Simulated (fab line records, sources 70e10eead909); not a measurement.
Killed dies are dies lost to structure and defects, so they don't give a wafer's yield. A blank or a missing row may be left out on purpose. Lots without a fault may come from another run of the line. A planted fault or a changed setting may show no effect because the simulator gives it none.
Chamber matching | flow nand_harc | NHARC_P_M2_CMP_23 on cmp-03: 4 sister chambers
The step polishes, t overpolish 20 s, target thk 144.3 nm. 8 wafers are shown with their chamber, then 9 later ones without.

WAFERS WITH THEIR CHAMBER
wafer  | chamber | motor_current_A (A) | time_to_endpoint_s (s)
L082.5 | 3       | 12.0                | 27.9
L083.2 | 0       | 13.0                | 26.9
L085.2 | 1       | 11.8                | 28.4
L085.3 | 3       | 12.4                | 28.4
L085.5 | 0       | 13.1                | 28.2
L086.3 | 2       | 10.7                | 29.0
L086.5 | 1       | 12.4                | 28.3
L086.6 | 2       | 11.5                | 27.9

WAFERS WITHOUT THEIR CHAMBER
wafer  | motor_current_A (A) | time_to_endpoint_s (s)
L089.1 | 12.7                | 33.2
L089.2 | 12.4                | 30.1
L089.3 | 12.0                | 30.3
L092.1 | 11.1                | 26.1
L092.2 | 10.6                | 25.7
L092.4 | 13.3                | 27.4
L093.3 | 11.5                | 30.8
L093.5 | 12.2                | 33.1
L093.6 | 12.8                | 30.0

WHICH CHAMBER EACH WENT THROUGH
wafer  | from the rows above               | in truth
L089.1 | can't be placed: 1 or 3 or 2 or 0 | 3
L089.2 | can't be placed: 1 or 3 or 2 or 0 | 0
L089.3 | can't be placed: 1 or 3 or 2      | 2
L092.1 | can't be placed: 2 or 3 or 1 or 0 | 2
L092.2 | can't be placed: 2 or 3 or 1      | 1
L092.4 | 0                                 | 0
L093.3 | can't be placed: 2 or 1 or 3      | 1
L093.5 | can't be placed: 1 or 3 or 2 or 0 | 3
L093.6 | can't be placed: 1 or 3 or 0 or 2 | 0
Placed correctly: 1 of 9. Can't be placed from these rows: 8 (the true chamber is among the candidates in 8). Placed wrongly: 0.
How it was worked out, from the rows above alone: a wafer's distance from a chamber is the root of the sum, over the readings, of the square of ((its reading less the chamber's mean) divided by the reading's scatter). The wafer belongs to the nearest chamber; if the next one is less than 2 further off, it can't be placed. A chamber's mean is the mean of its shown wafers. The scatter: the root of (the sum of the squares of (reading less its chamber's mean) over the shown wafers, divided by (wafers less chambers)).
